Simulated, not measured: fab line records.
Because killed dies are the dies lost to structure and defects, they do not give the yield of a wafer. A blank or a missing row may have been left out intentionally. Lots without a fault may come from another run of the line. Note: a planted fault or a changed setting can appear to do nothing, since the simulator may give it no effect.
A lot that was struck, set against a sound lot	flow n5-finfet	41 out of 1938 route steps
Sound: wafers L651.1, L651.2, L651.5. Struck: wafer L660.6 (left out: L660.2, L660.3 of the same lot, which were not struck); the cause appears at the end.
For every step that has rows: the tool of each side, followed by ch and its chambers, followed by its first start. Under that, the readings that differ: sound wafers	struck wafers	difference of the means	sigmas: that difference in standard deviations of wafers without a fault.
alike: same words and numbers on both sides, and readings whose means sit less than 2 such deviations apart. not compared: any withheld reading, any reading some wafer has no value for, any bound like >300 that may hide the same value, and any number with overlapping values for which the record gives no deviation.
The two part at a step that has a row with sigmas, a row that says differs or no value, or rows on one side only. When numbers do not overlap yet have no deviation, they are printed without sigmas and do not part them. Lack of a reading on every wafer of one side parts them only where that side has two or more wafers.

first, 11 steps without rows for these wafers: N5_MOL_CONTACT_COAG_ETCH_59 (etches underlayer in N2/H2, target depth 13 nm, time 10.4 s); N5_MOL_CONTACT_COAG_ETCH_105 (etches SiARC in CF4, target depth 15.6 nm, time 26 s); N5_MOL_CONTACT_COAG_ETCH_106 (etches SOC in N2/H2, target depth 80 nm, overetch 16 nm, time 120 s); N5_MOL_CONTACT_COAG_STRIP_107 (strips in N2/H2); N5_MOL_CONTACT_COAG_STRIP_108 (strips in N2/H2); N5_MOL_CONTACT_COAG_CONTACT_ETCH_14 (etches SiO2 in C4F6/O2, target depth 27.5 nm, overetch 8.5 nm, time 20 s); N5_MOL_CONTACT_COAG_STRIP_109 (strips in C4F6/O2); N5_MOL_CONTACT_COAG_ETCH_15 (etches SiNx in CH3F/O2, stops on Si:P, target depth 7 nm); N5_MOL_CONTACT_COAG_ETCH_110 (etches Si in CF4/O2, target depth 2.5 nm, time 8 s); N5_MOL_CONTACT_COAG_STRIP_98 (strips in N2/H2); N5_MOL_CONTACT_COAG_IMPLANT_129.
N5_MOL_CONTACT_COAG_PRECLEAN_111: cleans in NF3:NH3, afs cycles 1, time 20 s, sublimation time 60 s.
  sound on remote-plasma-01 ch 1, day 5 11:38; struck on remote-plasma-01 ch 0, day 7 23:31
reading	sound	struck	difference	sigmas
time-s (s)	20 20 20	14.91	-5.09	
  alike: rf-power-w
then, 16 steps without rows for these wafers: N5_MOL_CONTACT_COAG_TI_SIL_19 (material Ti, target thk 4.2 nm, time 15 s); N5_MOL_CONTACT_COAG_ALD_20 (deposits TiN, target thk 1.5 nm, pulse time 1 s, purge time 3 s); N5_MOL_CONTACT_COAG_SIL_ANNEAL_21 (time 60 s); N5_MOL_CONTACT_COAG_PRE_CLEAN_141 (time 60 s); N5_MOL_CONTACT_COAG_SPUTTER_143 (material Co, target thk 2.5 nm); N5_MOL_CONTACT_COAG_CO_FILL_22 (material Co, precursor CCTBA/H2, target thk 20 nm); N5_MOL_CONTACT_COAG_ANNEAL_113 (time 300 s); N5_MOL_CONTACT_COAG_PRE_CLEAN_142 (time 60 s); N5_MOL_CONTACT_COAG_SPUTTER_130 (material Co, target thk 47.5 nm); N5_MOL_CONTACT_COAG_PRECLEAN_125 (cleans in DIW, time 57.5 s); N5_MOL_CONTACT_COAG_SRD_126 (dry time 32 s); N5_MOL_CONTACT_COAG_CMP_23 (polishes, stops on SiO2, t overpolish 1.5 s, target thk 0 nm); N5_MOL_CONTACT_COAG_WET_ETCH_26 (target Co, target depth 13 nm); N5_MOL_CONTACT_COAG_WET_ETCH_116 (etches the open film in SC1-inhibited, target depth 4.6 nm, rinse time 30 s); N5_MOL_CONTACT_COAG_ALD_27 (deposits SiOC, target thk 17 nm, pulse time 1.5 s, time 2720 s); N5_MOL_CONTACT_COAG_CMP_28 (polishes, stops on SiNx, t overpolish 0.85 s, target thk 14.522 nm).
N5_MOL_CONTACT_COAG_THK_MEAS_29:
  struck on film-metro-02, day 8 09:22; sound on film-metro-02, day 5 20:02
reading	sound	struck	difference	sigmas
MD_CAP_THK (nm)	17.94 18.02 17.93	18.22	+0.26	+3
then, 10 steps without rows for these wafers: N5_MOL_CONTACT_COAG_ALD_123 (deposits SiNx, target thk 5 nm, pulse time 1 s, purge time 2 s); N5_MOL_CONTACT_COAG_PECVD_31 (deposits SiO2 from TEOS/O2, target thk 46 nm, time 8.9 s); N5_MOL_CONTACT_COAG_COAT_75 (time 60 s, resist thk 60 nm); N5_MOL_CONTACT_COAG_COAT_76 (time 60 s, resist thk 10 nm); N5_MOL_CONTACT_COAG_COAT_77 (time 60 s, resist thk 10 nm); N5_MOL_CONTACT_COAG_COAT_78 (resist thk 40 nm); N5_MOL_CONTACT_COAG_EBR_80; N5_MOL_CONTACT_COAG_SOFTBAKE_79 (time 60 s); N5_MOL_CONTACT_COAG_EXPOSE_81 (exposes mask VG, defocus 0 nm); N5_MOL_CONTACT_COAG_PEB_82 (peb time 60 s).
N5_MOL_CONTACT_COAG_ETCH_47: etches SiNx in CH3F/O2, stops on W, target depth 27 nm.
  sound on rie-diel-05 ch 0,1,3, day 5 21:41; struck on rie-diel-01 ch 2, day 8 11:19
reading	sound	struck	difference	sigmas
oes_ar_750_au (a.u.)	0.79 0.69 0.74	0.97	+0.23	+3
oes-product-au (a.u.)	0.70 0.61 0.64	0.89	+0.24	+3
model.etch.depth-nm (nm)	17.93 18.01 17.97	18.23	+0.26	
  alike: bias-w, chamber-pressure-mTorr, drypump-motor-current-A, etch-rf-on-time-s, mfc-ar-sccm, rf-fwd-power-W, rf-vpp-V, showerhead-plenum-p-Torr, throttle-valve-pct
  not compared: rf-hours-counter-h
-- here the record skips 2 days between the struck wafers' starts before and after, leaving off in module MOL_CONTACT_COAG and picking up in module BEOL_M4 (first step shown: number 1111 of the route) --
N5_BEOL_M4_RC_MEAS_101:
  sound on prober-01 ch 0, day 8 07:46; struck on prober-01 ch 0, day 10 21:34
reading	sound	struck	difference	sigmas
IOFF_P (nA/um)	0.18 0.20 0.19	0.27	+0.08	+2
VT_P (mV)	-252 -252 -252	-244	+8	+2
  alike: DIBL_N, DIBL_P, IOFF_N, ION_N, ION_P, SS_N, SS_P, VT_N

WHERE THEY PART
First at N5_MOL_CONTACT_COAG_THK_MEAS_29; last, within this record, at N5_BEOL_M4_RC_MEAS_101.

WHY: what the simulator had put in
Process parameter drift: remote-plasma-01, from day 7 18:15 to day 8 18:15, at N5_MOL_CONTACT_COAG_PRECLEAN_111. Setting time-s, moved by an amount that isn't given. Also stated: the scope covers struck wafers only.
